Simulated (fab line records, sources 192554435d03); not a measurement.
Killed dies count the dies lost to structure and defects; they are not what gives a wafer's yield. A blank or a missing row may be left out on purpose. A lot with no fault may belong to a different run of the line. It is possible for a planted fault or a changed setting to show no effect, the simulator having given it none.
Which tool did it? :: flow n5-finfet :: 14 lots with 42 wafers sampled at 4 steps, on a route of 1938 steps

## WHAT THE GAUGES SHOWED, per wafer
N5_BEOL_M8_INSPECT_58: inspects for defects (darkfield).
lot: L587
measured: day 12 03:07
on: defect-inspect-01
raw-defect-count: 125 92 101

lot: L589
measured: day 12 07:26
on: defect-inspect-01
raw-defect-count: 102 120 88

lot: L590
measured: day 12 13:06
on: defect-inspect-02
raw-defect-count: 52 42 61

lot: L588
measured: day 12 14:35
on: defect-inspect-02
raw-defect-count: 74 40 36

lot: L591
measured: day 12 18:17
on: defect-inspect-02
raw-defect-count: 115 65 99

lot: L600
measured: day 14 15:31
on: defect-inspect-02
raw-defect-count: 56 50 73

lot: L602
measured: day 16 03:23
on: defect-inspect-02
raw-defect-count: 78 62 59

lot: L604
measured: day 16 03:56
on: defect-inspect-02
raw-defect-count: 120 63 66

lot: L605
measured: day 16 04:07
on: defect-inspect-01
raw-defect-count: 77 39 43

lot: L603
measured: day 16 12:35
on: defect-inspect-02
raw-defect-count: 45 65 67

lot: L608
measured: day 17 07:56
on: defect-inspect-01
raw-defect-count: 74 96 101

lot: L607
measured: day 17 16:05
on: defect-inspect-02
raw-defect-count: 116 77 93

lot: L609
measured: day 18 01:42
on: defect-inspect-02
raw-defect-count: 47 62 65

lot: L606
measured: day 18 03:05
on: defect-inspect-01
raw-defect-count: 64 85 70

N5_BEOL_M9_OVL_MEAS_12.
lot: L587
measured: day 12 04:26
on: overlay-01
M9_OVL (nm): -0.4 0.5 -0.9

lot: L589
measured: day 12 09:40
on: overlay-02
M9_OVL (nm): 0.1 -0.8 -0.9

lot: L590
measured: day 12 15:41
on: overlay-02
M9_OVL (nm): 0.4 0.0 0.6

lot: L588
measured: day 12 16:53
on: overlay-01
M9_OVL (nm): 1.0 0.4 -0.8

lot: L591
measured: day 12 19:49
on: overlay-02
M9_OVL (nm): -0.6 -0.9 -0.2

lot: L600
measured: day 14 18:21
on: overlay-02
M9_OVL (nm): -0.6 -0.7 0.8

lot: L602
measured: day 16 04:49
on: overlay-01
M9_OVL (nm): 1.6 -0.1 0.8

lot: L604
measured: day 16 07:00
on: overlay-02
M9_OVL (nm): 0.3 -0.3 0.9

lot: L605
measured: day 16 07:10
on: overlay-02
M9_OVL (nm): 0.0 -0.2 1.3

lot: L603
measured: day 16 14:24
on: overlay-02
M9_OVL (nm): 0.0 0.7 0.7

lot: L608
measured: day 17 12:23
on: overlay-01
M9_OVL (nm): 0.3 -0.3 0.6

lot: L607
measured: day 17 18:46
on: overlay-01
M9_OVL (nm): -0.9 -1.0 -0.4

lot: L609
measured: day 18 03:34
on: overlay-01
M9_OVL (nm): 0.0 -0.2 -1.1

lot: L606
measured: day 18 04:58
on: overlay-02
M9_OVL (nm): 0.7 -0.1 0.4

N5_BEOL_M9_CD_MEAS_28 targets a cd of 70 nm.
lot: L587
measured: day 12 05:46
on: cd-sem-03
cd-nm (nm): 70.26 69.78 70.13

lot: L589
measured: day 12 10:35
on: cd-sem-01
cd-nm (nm): 70.45 69.99 70.33

lot: L590
measured: day 12 17:26
on: cd-sem-02
cd-nm (nm): 69.99 69.99 70.18

lot: L588
measured: day 12 17:49
on: cd-sem-01
cd-nm (nm): - - -

lot: L591
measured: day 12 20:44
on: cd-sem-01
cd-nm (nm): - - -

lot: L600
measured: day 14 22:55
on: cd-sem-02
cd-nm (nm): 69.82 69.64 70.03

lot: L602
measured: day 16 06:55
on: cd-sem-01
cd-nm (nm): 69.68 69.93 69.79

lot: L604
measured: day 16 08:10
on: cd-sem-02
cd-nm (nm): 70.05 69.76 69.65

lot: L605
measured: day 16 08:14
on: cd-sem-03
cd-nm (nm): 70.18 70.07 70.41

lot: L603
measured: day 16 18:11
on: cd-sem-03
cd-nm (nm): 69.95 69.88 69.86

lot: L608
measured: day 17 13:31
on: cd-sem-03
cd-nm (nm): 70.00 70.11 69.72

lot: L607
measured: day 17 20:38
on: cd-sem-01
cd-nm (nm): 70.04 70.02 70.17

lot: L609
measured: day 18 04:25
on: cd-sem-01
cd-nm (nm): 70.33 69.66 69.94

lot: L606
measured: day 18 06:00
on: cd-sem-01
cd-nm (nm): 69.80 69.98 70.35

## EACH LOT AND THE TOOL THAT RAN IT (in order: tool; ch and the chambers of the sampled wafers; start)
lot: L587
N5_BEOL_M9_EXPOSE_25: euv-scanner-02 ch 0, day 12 05:39

lot: L589
N5_BEOL_M9_EXPOSE_25: euv-scanner-02 ch 0, day 12 10:28

lot: L590
N5_BEOL_M9_EXPOSE_25: euv-scanner-02 ch 0, day 12 17:18

lot: L588
N5_BEOL_M9_EXPOSE_25: euv-scanner-02, day 12 17:41

lot: L591
N5_BEOL_M9_EXPOSE_25: euv-scanner-02, day 12 20:37

lot: L600
N5_BEOL_M9_EXPOSE_25: euv-scanner-02 ch 0, day 14 22:47

lot: L602
N5_BEOL_M9_EXPOSE_25: euv-scanner-02 ch 0, day 16 06:47

lot: L604
N5_BEOL_M9_EXPOSE_25: euv-scanner-02 ch 0, day 16 08:02

lot: L605
N5_BEOL_M9_EXPOSE_25: euv-scanner-02 ch 0, day 16 08:07

lot: L603
N5_BEOL_M9_EXPOSE_25: euv-scanner-02 ch 0, day 16 18:04

lot: L608
N5_BEOL_M9_EXPOSE_25: euv-scanner-02 ch 0, day 17 13:23

lot: L607
N5_BEOL_M9_EXPOSE_25: euv-scanner-02 ch 0, day 17 20:30

lot: L609
N5_BEOL_M9_EXPOSE_25: euv-scanner-02 ch 0, day 18 04:18

lot: L606
N5_BEOL_M9_EXPOSE_25: euv-scanner-02 ch 0, day 18 05:52
- N5_BEOL_M9_EXPOSE_25: exposes mask V8.

## WHAT THE TOOLS THEMSELVES READ (means of the sampled wafers that have a number; where no wafer has one, the mark that the record gives instead)
N5_BEOL_M9_EXPOSE_25.
lot: L587
tool: euv-scanner-02
exposure-dose-mJ-cm2: 37.22
focus-offset-nm (nm): 0.2

lot: L589
tool: euv-scanner-02
exposure-dose-mJ-cm2: 37.15
focus-offset-nm (nm): 0.8

lot: L590
tool: euv-scanner-02
exposure-dose-mJ-cm2: 37.13
focus-offset-nm (nm): 0.1

lot: L588
tool: euv-scanner-02
exposure-dose-mJ-cm2: -
focus-offset-nm (nm): -

lot: L591
tool: euv-scanner-02
exposure-dose-mJ-cm2: -
focus-offset-nm (nm): -

lot: L600
tool: euv-scanner-02
exposure-dose-mJ-cm2: 37.16
focus-offset-nm (nm): -0.5

lot: L602
tool: euv-scanner-02
exposure-dose-mJ-cm2: 37.13
focus-offset-nm (nm): -0.2

lot: L604
tool: euv-scanner-02
exposure-dose-mJ-cm2: 37.14
focus-offset-nm (nm): 0.3

lot: L605
tool: euv-scanner-02
exposure-dose-mJ-cm2: 37.21
focus-offset-nm (nm): -0.2

lot: L603
tool: euv-scanner-02
exposure-dose-mJ-cm2: 37.18
focus-offset-nm (nm): 0.3

lot: L608
tool: euv-scanner-02
exposure-dose-mJ-cm2: 37.16
focus-offset-nm (nm): -0.4

lot: L607
tool: euv-scanner-02
exposure-dose-mJ-cm2: 37.17
focus-offset-nm (nm): -0.4

lot: L609
tool: euv-scanner-02
exposure-dose-mJ-cm2: 37.19
focus-offset-nm (nm): 0.0

lot: L606
tool: euv-scanner-02
exposure-dose-mJ-cm2: 37.14
focus-offset-nm (nm): -0.0

## THE ANSWER, worked out from the rows above alone
Rule: usual is defined by the lots themselves. The widest of any qualifying gaps counts: lots, ordered by their means at a reading, are off when they make up no more than a third of the lots, leave a main group of 4 or more, and stand apart from it by 3 or more times the standard deviation of that group's means. The tables above print the reading to a certain number of digits; a main group whose means all agree to those digits is not used. Also off: a lot with no number at a reading for which 4 or more lots have one. The other lots that the step has rows for count as sound. First the gauges in route order, then the tools' own readings, where a lot's mean is used as printed above. At the first step where some lot is off, the reading lying furthest off is the one used; lots without a number count as furthest.
Off: L588, L591, at N5_BEOL_M9_CD_MEAS_28 (cd-nm). Without a number there: L588, L591. Mean 70.00 nm and standard deviation 0.14 in the main group.
If a tool, at a process step before that reading, ran all the lots that are off and no sound lot after the first of them, it fits. The gauges at N5_BEOL_M9_CD_MEAS_28 aren't tried: what is off there is off at N5_BEOL_M9_EXPOSE_25 too, on other tools, and a gauge's error can't cause that. Of those tried, none fits.

## WHAT THE SIMULATOR PUT IN
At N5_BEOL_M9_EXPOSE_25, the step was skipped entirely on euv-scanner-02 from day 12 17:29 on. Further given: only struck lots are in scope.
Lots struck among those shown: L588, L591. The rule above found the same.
